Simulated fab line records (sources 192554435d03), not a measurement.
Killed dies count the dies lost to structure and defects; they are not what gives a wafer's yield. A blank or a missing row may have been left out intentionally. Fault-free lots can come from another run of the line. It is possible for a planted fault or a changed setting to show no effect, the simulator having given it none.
Problem report in the 8D (eight disciplines) form, filled by code :: flow n5_finfet :: the parts of the form that need people (team, actions taken, sign-off) are left out

== 1. PROBLEM STATEMENT ==
Wafers without a fault read 1499.9 rpm, standard deviation 0.98; spin_speed_rpm at N5_BEOL_M2_COAT_62 reads a mean of 1627.3 rpm on 6 wafers belonging to 2 lots. That is +99 or more standard deviations from the usual mean.
The step: time 60 s, resist thk 12 nm.
Earliest sighting: wafer L563.2 on litho_track-02 at day 10 11:40. The record holds 12 wafers of 4 lots with a number at this step. By rule, "out" or "out of limits" means more than 4 standard deviations away from the usual mean. Any other wafer with a number is counted as sound.

== 2. WHAT IT IS, AND WHAT IT ISN'T ==
question: which readings at this step
is: spin_speed_rpm
is not: dispense_pressure_kPa, exhaust_pa, heater_power_total_W

question: which lots
is: L563, L566
is not: L551, L569

question: which wafers of those lots
is: all that have a number
is not: -

question: read on which tools
is: litho_track-02
is not: litho_track-01

question: when
is: from day 10 11:40
is not: up to then (3 sound wafers); but 3 sound wafers of L569 came after

== 3. THE SUSPECTS, EACH WITH WHAT RULES IT OUT ==
Counting: any tool at a process step up to the reading is kept as a suspect provided that every lot that is out went through it and no sound lot did after the first of them.
- litho_track-02 at N5_BEOL_M2_COAT_62 (time 60 s, resist thk 12 nm): kept. All lots that are out passed through it, beginning with L563 at day 10 11:40, and no sound lot followed; its final sound lot before that point was L551 at day 7 18:20. Its own readings are out on those wafers: spin_speed_rpm.
Remaining after the count: litho_track-02 at N5_BEOL_M2_COAT_62.

== 4. THE CAUSE (what the simulator had put in) ==
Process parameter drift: litho_track-02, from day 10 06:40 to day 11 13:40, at N5_BEOL_M2_COAT_62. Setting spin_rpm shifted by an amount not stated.
The count eliminated every tool but this one.

== 5. SEQUENCE OF EFFECTS, ordered by route ==
Each row: a reading where the mean over the struck wafers with a number is more than 3 standard deviations away from the usual. Only readings for which the record gives a usual standard deviation are gone through. hours: the time from each lot's start at the first step in this table that gives one to its start at this step, as a median over the lots. sigmas: the change in usual standard deviations.
hours: 0
step: N5_BEOL_M2_COAT_62
reading: spin_speed_rpm
usual: 1499.9 rpm
on struck wafers: 1627.3
change: +127.4
sigmas: +99 or more
The process steps in it:
- N5_BEOL_M2_COAT_62: time 60 s, resist thk 12 nm.
Later steps that measure or inspect, where all struck wafers having a row at the step show a number for every such reading and not one has moved that far: N5_BEOL_M4_RC_MEAS_101.

== 6. HOW IT WOULD HAVE BEEN CAUGHT EARLIER ==
5 hours passed between the start of the fault at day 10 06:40 and the first reading out of limits in this record, taken at day 10 11:40.
